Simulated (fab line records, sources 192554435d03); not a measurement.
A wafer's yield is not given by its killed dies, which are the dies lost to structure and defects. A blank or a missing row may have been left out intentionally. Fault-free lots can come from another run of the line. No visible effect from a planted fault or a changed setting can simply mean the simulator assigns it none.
A struck lot beside a sound one    flow n5-finfet    39 out of 1938 route steps
Sound: wafers L822.1, L822.2, L822.3. Struck: wafers L824.5, L824.6 (left out: L824.4, a lot-mate that was not struck); the cause follows at the end.
Order at every step that has rows: each side's tool, ch and its chambers, its first start. Under that, the readings that differ: sound wafers    struck wafers    difference of the means    sigmas: that difference in standard deviations of wafers without a fault.
alike: words and numbers the same on both sides, and readings whose means are apart by under 2 such deviations; not compared: readings that were withheld, readings missing a value for some wafer, numbers with overlapping values and no deviation given by the record, and bounds like >300 which may hide the same value.
The two part at a step that has a row with sigmas, a row that says differs or no value, or rows on one side only. When numbers do not overlap yet have no deviation, they are printed without sigmas and do not part them. A reading that every wafer of one side lacks parts them only if that side has two wafers or more.

first, 10 steps without rows for these wafers: N5_BEOL_M3_STRIP_36 (strips in N2/H2); N5_BEOL_M3_TRENCH_ETCH_37 (etches SiOC in C4F6/O2, target depth 55.555 nm, time 29.2 s); N5_BEOL_M3_ETCH_41 (etches SiCN in CH3F/O2, target depth 29.9 nm, time 52.5 s); N5_BEOL_M3_STRIP_97 (strips in N2/H2, time 10 s); N5_BEOL_M3_HM_STRIP_39 (strips TiN in peroxide tin strip, target depth 25 nm, time 158 s); N5_BEOL_M3_SRD_40 (time 30 s); N5_BEOL_M3_PRECLEAN_42 (cleans in residue remover, time 60 s); N5_BEOL_M3_SRD_43 (time 30 s); N5_BEOL_M3_DEGAS_44 (time 60 s); N5_BEOL_M3_PRE_CLEAN_45 (time 30 s).
N5_BEOL_M3_ALD_84: deposits TaN, pulse time 2 s, purge time 3 s, co reactant purge time 2 s.
  sound on ald-metal-02 ch 1,2,3, day 8 00:43; struck on ald-metal-02 ch 0,3, day 8 17:35
reading     sound     struck  difference  sigmas
ald-cycles  30 30 30  38 38   +8          
  alike: heater-power-w
  not compared: model.TaN_of_BEOL_M3_ALD_84.thk-nm
then, 26 steps without rows for these wafers: N5_BEOL_M3_SURFACE_TREAT_85; N5_BEOL_M3_CVD_47 (deposits Co from CCTBA/H2, target thk 3 nm, time 223.8 s); N5_BEOL_M3_SPUTTER_48 (material Cu, target thk 4.5 nm, time 8.29 s); N5_BEOL_M3_ANNEAL_49 (time 240 s); N5_BEOL_M3_SPUTTER_79 (material Cu, target thk 4.5 nm, time 8.29 s); N5_BEOL_M3_ANNEAL_80 (time 240 s); N5_BEOL_M3_SPUTTER_81 (material Cu, target thk 4.5 nm, time 8.29 s); N5_BEOL_M3_ANNEAL_82 (time 240 s); N5_BEOL_M3_SPUTTER_86 (material Cu, target thk 4.5 nm, time 8.29 s); N5_BEOL_M3_ANNEAL_87 (time 240 s); N5_BEOL_M3_SPUTTER_88 (material Cu, target thk 4.5 nm, time 8.29 s); N5_BEOL_M3_ANNEAL_89 (time 240 s); N5_BEOL_M3_SPUTTER_90 (material Cu, target thk 4.5 nm, time 8.29 s); N5_BEOL_M3_ANNEAL_91 (time 240 s); N5_BEOL_M3_SPUTTER_92 (material Cu, target thk 4.5 nm, time 8.29 s); N5_BEOL_M3_ANNEAL_93 (time 240 s); N5_BEOL_M3_SPUTTER_94 (material Cu, target thk 4.5 nm, time 8.29 s); N5_BEOL_M3_ANNEAL_95 (time 240 s); N5_BEOL_M3_SPUTTER_96 (material Cu, target thk 4.5 nm, time 8.29 s); N5_BEOL_M3_ECD_50 (material Cu, target thk 300 nm); N5_BEOL_M3_ANNEAL_51 (time 90 s); N5_BEOL_M3_CMP_52 (polishes, stops on SiOC, t overpolish 6.8 s, target thk 40 nm); N5_BEOL_M3_PRE_CLEAN_60 (time 15 s); N5_BEOL_M3_CO_CAP_55 (material Co, precursor CCTBA/H2, target thk 2 nm, time 102.1 s); N5_BEOL_M3_PRE_CLEAN_56 (time 15 s); N5_BEOL_M3_DEP_57 (deposits SiCN from 3MS/NH3, target thk 8 nm, time 14 s).
N5_BEOL_M4_RC_MEAS_101:
  sound on prober-02 ch 0, day 9 08:46; struck on prober-02 ch 0, day 9 15:13
reading                       sound           struck     difference  sigmas
CHAIN_V2 (ohm/link)           230 228 231     296 280    +58         +5
CHAIN_V2_max_site (ohm/link)  238 240 239     304 290    +58         +5
SS_P (mV/dec)                 74.6 74.1 74.8  71.8 73.2  -2.0        -2
  alike: DIBL_N, DIBL_P, IOFF_N, IOFF_P, ION_N, ION_P, SS_N, VT_N, VT_P
next, for these wafers, 1 step has no rows: N5_PASSIVATION_PROBE_49.

WHERE THEY PART
At N5_BEOL_M4_RC_MEAS_101 and nowhere else, as far as this record goes.

WHY: the cause the simulator had injected
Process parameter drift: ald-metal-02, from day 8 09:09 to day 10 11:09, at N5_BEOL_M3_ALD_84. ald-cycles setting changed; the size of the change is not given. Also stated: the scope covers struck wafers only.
